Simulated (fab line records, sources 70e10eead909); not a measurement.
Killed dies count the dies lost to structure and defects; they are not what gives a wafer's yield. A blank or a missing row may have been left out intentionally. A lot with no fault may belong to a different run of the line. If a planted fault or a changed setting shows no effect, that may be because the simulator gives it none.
One fault through the eyes of 2 desks + flow nandHarc + only its own numbers are on each desk; what lay behind them is given at the end

## FROM THE METROLOGY DESK
What the gauges read, lot by lot, whatever tool the lot ran on: means of the sampled wafers that have a number. A lot is out of limits, marked OUT, if its mean lies more than 4 standard deviations from the usual mean; the brackets give that distance.
Columns: A = cdNm at NHARC_A_ZERO_WELL_CD_MEAS_10, usual 1999.5 nm; B = thkNm at NHARC_A_ONON_D1_THK_MEAS_11, usual 998 nm; C = thkNm at NHARC_A_ONON_D1_THK_MEAS_34, usual 200.4 nm
| lot  | first seen here | A      | B    | C              |
|------|-----------------|--------|------|----------------|
| L190 | day 6 17:43     | 2000.3 | 1001 | 201.6          |
| L191 | day 7 06:18     | 2002.5 | 995  | 202.5          |
| L192 | day 7 11:34     | 2002.2 | 997  | 201.4          |
| L194 | day 8 11:16     | 2000.4 | 995  | 200.8          |
| L196 | day 9 07:53     | 1996.8 | 1013 | 199.8          |
| L197 | day 9 21:43     | 2000.9 | 996  | 200.2          |
| L199 | day 10 18:22    | 1995.7 | 1008 | 93.0 (-40) OUT |
| L200 | day 11 05:44    | 1998.4 | 995  | 91.5 (-40) OUT |
| L208 | day 14 10:02    | 1999.7 | 990  | 199.2          |
| L209 | day 14 19:01    | 1999.6 | 1003 | 199.1          |
| L210 | day 15 05:19    | 2002.5 | 984  | 202.3          |
| L211 | day 15 19:20    | 1999.0 | 1001 | 199.4          |
| L212 | day 16 04:25    | 1997.5 | 1001 | 201.3          |
| L213 | day 16 07:27    | 2001.6 | 1006 | 200.2          |
This desk's finding: out of limits on L199, L200; first on L199, day 12 07:14 (thkNm at NHARC_A_ONON_D1_THK_MEAS_34). L190, L191, L192, L194, L196, L197, L208, L209, L210, L211, L212, L213: within limits.

## AT THE TOOL OWNER'S DESK: pecvd-01
The tool's own readings at NHARC_A_ONON_D1_DEP_33 (deposits SiO2, target thk 200 nm): means of the sampled wafers that have a number, for each lot that ran on this tool. A lot is out of limits, marked OUT, if its mean lies more than 4 standard deviations from the usual mean; the brackets give that distance.
Columns: A = heaterPowerW at NHARC_A_ONON_D1_DEP_33, usual 534 W; B = throttleValvePct at NHARC_A_ONON_D1_DEP_33, usual 15.9 %
| lot  | first seen here | A   | B    |
|------|-----------------|-----|------|
| L191 | day 8 17:16     | 501 | 15.4 |
| L192 | day 9 00:58     | 511 | 15.3 |
| L196 | day 10 23:10    | 499 | 15.5 |
| L197 | day 11 08:54    | 529 | 15.3 |
| L199 | day 12 07:02    | 580 | 15.5 |
| L200 | day 12 16:23    | 558 | 15.6 |
| L213 | day 17 18:20    | 479 | 15.5 |
This desk's verdict: no lot among the 7 shows anything out of limits.

## PUT TOGETHER
The metrology desk could have raised an alarm at day 12 07:14, on L199, L200.
Nothing out of limits was seen by the tool owner's desk.
Tool owner's desk: L199, L200 on record, inside its limits.
Of the lots named, all ran NHARC_A_ONON_D1_DEP_33 on pecvd-01.

## WHAT THE SIMULATOR HAD INSERTED
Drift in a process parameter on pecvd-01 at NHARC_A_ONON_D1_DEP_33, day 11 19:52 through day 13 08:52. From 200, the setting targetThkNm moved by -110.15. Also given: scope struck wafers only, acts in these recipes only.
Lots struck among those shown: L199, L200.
Per desk, hours elapsed from the start of the fault to the first reading out of limits: for the metrology desk, 11.
